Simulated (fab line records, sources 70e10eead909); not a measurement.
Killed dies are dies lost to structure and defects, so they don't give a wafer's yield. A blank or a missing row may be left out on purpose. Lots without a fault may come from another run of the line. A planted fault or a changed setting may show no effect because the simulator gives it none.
Which tool did it? | flow nand_harc | 12 lots, 36 wafers sampled, at 6 steps of a route of 1159

WHAT THE GAUGES READ, wafer by wafer
NHARC_P_ZERO_WELL_CD_MEAS_37: target cd 720 nm. Usual: cd_nm 720.3 nm, standard deviation 1.5.
lot  | measured    | on        | cd_nm (nm)        | flag
L450 | day 1 16:14 | cd_sem-03 | 723.0 721.8 721.7 |
L451 | day 1 22:17 | cd_sem-03 | 718.4 720.3 718.8 |
L454 | day 2 16:14 | cd_sem-03 | 719.8 717.2 718.7 |
L455 | day 2 22:13 | cd_sem-02 | 722.3 720.5 719.5 |
L456 | day 3 04:05 | cd_sem-01 | 721.4 720.7 720.4 |
L458 | day 3 16:06 | cd_sem-02 | 721.3 720.8 720.8 |
L461 | day 4 10:06 | cd_sem-01 | 720.9 721.0 722.7 |
L462 | day 4 15:53 | cd_sem-01 | 720.7 721.3 721.8 |
L463 | day 4 22:08 | cd_sem-02 | 718.6 717.7 719.0 |
L471 | day 6 22:07 | cd_sem-02 | 717.7 718.7 717.3 |
L472 | day 7 04:00 | cd_sem-03 | 722.8 723.4 722.6 |
L473 | day 7 10:11 | cd_sem-03 | 721.7 718.6 719.6 |

NHARC_P_ZERO_WELL_INSPECT_43. Usual: raw_defect_count 13, standard deviation 5.5.
lot  | measured    | on                | raw_defect_count | flag
L450 | day 1 19:44 | defect_inspect-02 | 20 7 5           |
L451 | day 2 01:44 | defect_inspect-02 | 5 17 6           |
L454 | day 2 19:43 | defect_inspect-01 | 9 5 17           |
L455 | day 3 01:40 | defect_inspect-01 | 13 19 16         |
L456 | day 3 07:34 | defect_inspect-01 | 19 7 16          |
L458 | day 3 19:33 | defect_inspect-01 | 20 19 8          |
L461 | day 4 13:35 | defect_inspect-01 | 7 3 3            |
L462 | day 4 19:25 | defect_inspect-02 | 24 25 8          |
L463 | day 5 01:35 | defect_inspect-01 | 13 18 17         |
L471 | day 7 01:37 | defect_inspect-01 | 7 9 12           |
L472 | day 7 07:38 | defect_inspect-02 | 22 19 17         |
L473 | day 7 13:39 | defect_inspect-01 | 17 10 8          |

NHARC_P_STI_OCD_MEAS_17. Usual: trench_depth_nm 300.3 nm, standard deviation 2.4; trench_foot_cd_nm 158.8 nm, standard deviation 1.7.
lot  | measured    | on     | trench_depth_nm (nm) | trench_foot_cd_nm (nm) | flag
L450 | day 2 14:22 | ocd-02 | 304.6 298.9 300.0    | 158.2 160.2 160.2      |
L451 | day 2 14:38 | ocd-02 | 300.1 300.5 299.2    | 157.6 158.1 157.5      |
L454 | day 3 13:11 | ocd-02 | 305.9 300.1 300.5    | 157.5 159.9 160.5      |
L455 | day 3 19:23 | ocd-01 | 296.8 299.9 303.0    | 159.4 156.2 157.8      |
L456 | day 4 02:29 | ocd-02 | 302.7 299.5 298.8    | 158.6 158.9 158.8      |
L458 | day 4 11:53 | ocd-01 | 304.2 299.4 300.1    | 158.9 161.7 159.4      |
L461 | day 5 08:53 | ocd-01 | 297.2 296.0 297.8    | 159.2 158.4 158.3      |
L462 | day 5 12:03 | ocd-01 | 299.9 297.9 301.9    | 160.2 158.4 158.0      |
L463 | day 5 19:29 | ocd-01 | 300.3 300.4 299.1    | 158.0 158.0 157.5      |
L471 | day 7 17:43 | ocd-02 | 241.3 237.5 241.2    | 167.7 165.1 166.2      | OFF
L472 | day 8 02:38 | ocd-02 | 239.8 240.3 238.1    | 169.0 168.5 168.5      | OFF
L473 | day 8 02:44 | ocd-01 | 298.4 300.6 301.2    | 161.0 159.5 158.8      |

NHARC_END_SORT_01. Usual: killed_at_array 27, standard deviation 10; killed_at_other 0.6, standard deviation 1; killed_at_periphery 3.4, standard deviation 2.7; killed_dies 31, standard deviation 9.7; killed_open 3.4, standard deviation 1.7; killed_short 2.2, standard deviation 1.5.
lot  | measured     | on        | killed_at_array | killed_at_other | killed_at_periphery | killed_dies | killed_open | killed_short | flag
L454 | day 20 09:55 | prober-01 | 28 27 25        | 0 1 0           | 4 3 2               | 32 31 27    | 3 2 2       | 4 1 3        |
L461 | day 22 22:17 | prober-01 | 29 34 31        | 0 0 0           | 3 0 0               | 32 34 31    | 5 2 2       | 1 3 0        |
L462 | day 22 09:22 | prober-02 | 26 37 27        | 0 0 1           | 0 1 0               | 26 38 28    | 1 2 2       | 2 4 3        |
L463 | day 21 22:49 | prober-02 | 13 16 17        | 0 0 0           | 0 0 6               | 13 16 23    | 1 3 3       | 0 2 3        |

WHICH TOOL RAN EACH LOT (tool, then ch and the chambers of the sampled wafers, then the start)
lot  | NHARC_P_STI_ETCH_15             | NHARC_P_STI_CMP_21
L450 | rie_si-06 ch 1,2,3, day 2 14:07 | cmp-04 ch 0,2,3, day 3 10:26
L451 | rie_si-03 ch 1,2,3, day 2 14:23 | cmp-03 ch 0,1,2, day 3 10:25
L454 | rie_si-06 ch 0,1,2, day 3 12:58 | cmp-01 ch 0,1, day 4 07:56
L455 | rie_si-06 ch 1,2,3, day 3 19:08 | cmp-01 ch 1,2,3, day 4 14:19
L456 | rie_si-06 ch 0,1,3, day 4 02:14 | cmp-04 ch 0,1,3, day 4 23:23
L458 | rie_si-03 ch 0,2, day 4 11:36   | cmp-03 ch 0,1,3, day 5 08:04
L461 | rie_si-06 ch 0,2,3, day 5 08:38 | cmp-01 ch 1,2,3, day 6 13:43
L462 | rie_si-03 ch 0,2,3, day 5 11:47 | cmp-04 ch 0,1,2, day 6 13:40
L463 | rie_si-03 ch 0,2,3, day 5 19:14 | cmp-03 ch 0,1,3, day 6 13:40
L471 | rie_si-06 ch 0,1,2, day 7 17:31 | cmp-04 ch 0,1,3, day 8 12:50
L472 | rie_si-06 ch 0,2,3, day 8 02:22 | cmp-04 ch 0,1,2, day 8 21:06
L473 | rie_si-03 ch 1,2,3, day 8 02:29 | cmp-03 ch 0,2,3, day 8 21:06
- NHARC_P_STI_ETCH_15: etches the open film in HBr/Cl2, target depth 300 nm, time 100.1 s.
- NHARC_P_STI_CMP_21: polishes, t overpolish 20 s, target thk 380.67 nm.

WHAT THE TOOLS THEMSELVES READ (means of the sampled wafers that have a number; where no wafer has one, the mark that the record gives instead)
NHARC_P_STI_ETCH_15. Usual: drypump_motor_current_A 5.9 A, standard deviation 0.43; oes_product_au 1.000 a.u., standard deviation 0.007; rf_fwd_power_W 397.7 W, standard deviation 1.4; throttle_valve_pct 26.407 %, standard deviation 0.0098.
lot  | tool      | drypump_motor_current_A (A) | oes_product_au (a.u.) | rf_fwd_power_W (W) | throttle_valve_pct (%) | flag
L450 | rie_si-06 | 6.1                         | 0.999                 | 396.2              | 26.406                 |
L451 | rie_si-03 | 5.5                         | 0.999                 | 399.4              | 26.406                 |
L454 | rie_si-06 | 6.1                         | 1.002                 | 397.4              | 26.404                 |
L455 | rie_si-06 | 6.1                         | 1.000                 | 397.2              | 26.408                 |
L456 | rie_si-06 | 6.2                         | 1.000                 | 398.7              | 26.409                 |
L458 | rie_si-03 | 5.5                         | 1.002                 | 396.1              | 26.402                 |
L461 | rie_si-06 | 6.1                         | 0.993                 | 397.6              | 26.417                 |
L462 | rie_si-03 | 5.6                         | 0.996                 | 397.2              | 26.404                 |
L463 | rie_si-03 | 5.6                         | 1.002                 | 397.6              | 26.405                 |
L471 | rie_si-06 | 6.1                         | 0.867                 | 396.8              | 26.411                 | OFF
L472 | rie_si-06 | 6.1                         | 0.879                 | 398.7              | 26.412                 | OFF
L473 | rie_si-03 | 5.5                         | 1.001                 | 399.0              | 26.399                 |

NHARC_P_STI_CMP_21. Usual: motor_current_A 12.8 A, standard deviation 0.96; overpolish_run_s 19.999 s, standard deviation 0.0083; slurry_filter_dp_kPa 13.52 kPa, standard deviation 0.14.
lot  | tool   | motor_current_A (A) | overpolish_run_s (s) | slurry_filter_dp_kPa (kPa) | flag
L450 | cmp-04 | 12.7                | 20.004               | 13.61                      |
L451 | cmp-03 | 13.2                | 20.004               | 13.58                      |
L454 | cmp-01 | 13.4                | 19.991               | 13.62                      |
L455 | cmp-01 | 12.6                | 20.006               | 13.54                      |
L456 | cmp-04 | 12.7                | 20.001               | 13.52                      |
L458 | cmp-03 | 12.2                | 19.994               | 13.51                      |
L461 | cmp-01 | 13.3                | 19.999               | 13.43                      |
L462 | cmp-04 | 13.0                | 20.006               | 13.53                      |
L463 | cmp-03 | 12.5                | 19.998               | 13.65                      |
L471 | cmp-04 | 12.7                | 20.002               | 13.39                      |
L472 | cmp-04 | 12.6                | 19.995               | 13.39                      |
L473 | cmp-03 | 12.1                | 19.999               | 13.49                      |

THE ANSWER, worked out from the rows above alone
Rule: a lot is off if the mean of its wafers that have a number lies more than 3 standard deviations from the usual mean. A lot without any number at a reading at which 4 lots or more have one is off too. The other lots that the step has rows for count as sound. The gauges are gone through in route order, then the tools' own readings, and for those a lot's mean is taken as printed above. The first step at which some lot is off is used, and at that step the reading that is off furthest; a lot without a number counts as furthest.
Off: L471, L472, at NHARC_P_STI_OCD_MEAS_17 (trench_depth_nm).
A tool fits if, at a process step before that reading, it ran every lot that is off, and no sound lot after the first of them. The gauges at NHARC_P_STI_OCD_MEAS_17 aren't tried: what is off there is off at NHARC_P_STI_ETCH_15 too, on other tools, and a gauge's error can't cause that. One fits: rie_si-06 at NHARC_P_STI_ETCH_15. Its last sound lot is L461 (day 5 08:38), its first lot that is off L471 (day 7 17:31): a fault that began between those two fits.
The tool's own readings at NHARC_P_STI_ETCH_15 bear it out: on the lots that are off they differ by more than 5 times the standard deviation of the sound lots' means. oes_product_au reads 0.873 a.u. there against 0.999 a.u. on the sound lots.

WHAT THE SIMULATOR HAD PUT IN
Process parameter drift: rie_si-06, from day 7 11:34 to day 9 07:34, at NHARC_P_STI_ETCH_15. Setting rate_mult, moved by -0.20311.
Lots struck among those shown: L471, L472. The rule above found the same.
